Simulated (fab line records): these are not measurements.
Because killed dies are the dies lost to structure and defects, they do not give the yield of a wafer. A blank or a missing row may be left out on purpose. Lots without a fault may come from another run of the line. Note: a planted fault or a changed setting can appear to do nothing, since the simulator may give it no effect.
Matching of chambers | flow n5_finfet | N5_BEOL_M2_PECVD_72 on pecvd-04: 3 sister chambers
The step deposits SiO2 from TEOS/O2, target thk 16 nm, time 18 s. 6 wafers are shown with their chamber, then 7 later ones without.

EACH WAFER AND ITS CHAMBER
wafer  | chamber | showerhead_plenum_p_Torr (Torr) | throttle_valve_pct (%)
L774.5 | 0       | 8.76                            | 22.1
L774.6 | 1       | 8.96                            | 22.2
L776.2 | 0       | 8.75                            | 22.0
L776.3 | 1       | 8.97                            | 22.2
L778.2 | 2       | 8.79                            | 20.3
L778.5 | 2       | 8.79                            | 19.8

WAFERS MISSING THEIR CHAMBER
wafer  | showerhead_plenum_p_Torr (Torr) | throttle_valve_pct (%)
L778.6 | 8.95                            | 22.6
L782.1 | 8.97                            | 22.8
L782.2 | 8.74                            | 22.1
L782.4 | 8.76                            | 22.2
L783.4 | 8.79                            | 20.0
L783.5 | 8.75                            | 22.3
L783.6 | 8.98                            | 22.5

CHAMBER TAKEN BY EACH
wafer  | from the rows above | in truth
L778.6 | 1                   | 1
L782.1 | 1                   | 1
L782.2 | 0                   | 0
L782.4 | 0                   | 0
L783.4 | 2                   | 2
L783.5 | 0                   | 0
L783.6 | 1                   | 1
Placed correctly: 7 of 7. From these rows, 0 cannot be placed. Wrongly placed: 0.
How it was worked out, from the rows above alone: a wafer's distance from a chamber is the root of the sum, over the readings, of the square of ((its reading less the chamber's mean) divided by the reading's scatter). The wafer belongs to the nearest chamber; if the next one is less than 2 further off, it can't be placed. A chamber's mean is the mean of its shown wafers. The scatter: the root of (the sum of the squares of (reading less its chamber's mean) over the shown wafers, divided by (wafers less chambers)).
